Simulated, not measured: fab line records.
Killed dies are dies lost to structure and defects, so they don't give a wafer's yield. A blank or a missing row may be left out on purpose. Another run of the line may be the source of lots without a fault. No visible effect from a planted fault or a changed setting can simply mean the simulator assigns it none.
Matching of chambers | flow n5 finfet | 4 sister chambers for N5_GATE_CUT_ALD_22 on ald sin-04
The step deposits SiNx, target thk 16 nm, pulse time 1 s, ald cycles 320. 8 wafers are shown with their chamber, then 7 later ones without.

== WAFERS WITH THEIR CHAMBER ==
wafer  | chamber | heater power w (W) | precursor pulse height rel
L350.1 | 0       | 827                | 1.008
L350.3 | 3       | 700                | 1.042
L350.6 | 0       | 838                | 0.985
L351.2 | 1       | 714                | 1.012
L351.5 | 2       | 808                | 0.975
L351.6 | 1       | 720                | 1.018
L352.3 | 2       | 809                | 0.947
L352.4 | 3       | 743                | 0.992

== WAFERS WITHOUT THEIR CHAMBER ==
wafer  | heater power w (W) | precursor pulse height rel
L352.5 | 729                | 1.021
L354.2 | 842                | 0.978
L354.3 | 818                | 0.987
L354.5 | 798                | 0.941
L357.3 | 749                | 1.015
L357.4 | 712                | 1.010
L357.6 | 713                | 1.003

== CHAMBER TAKEN BY EACH ==
wafer  | from the rows above     | in truth
L352.5 | can't be placed: 3 or 1 | 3
L354.2 | can't be placed: 0 or 2 | 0
L354.3 | can't be placed: 0 or 2 | 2
L354.5 | 2                       | 2
L357.3 | can't be placed: 3 or 1 | 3
L357.4 | can't be placed: 1 or 3 | 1
L357.6 | can't be placed: 1 or 3 | 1
1 of 7 placed correctly. Not placeable from these rows: 6 (in 6, the candidates include the true chamber). Placed wrongly: 0.
How it was worked out, from the rows above alone: a wafer's distance from a chamber is the root of the sum, over the readings, of the square of ((its reading less the chamber's mean) divided by the reading's scatter). The wafer belongs to the nearest chamber; if the next one is less than 2 further off, it can't be placed. A chamber's mean is the mean of its shown wafers. The scatter: take each reading less its chamber's mean, square it, sum over the shown wafers, divide by the number of wafers less the number of chambers, and take the root.
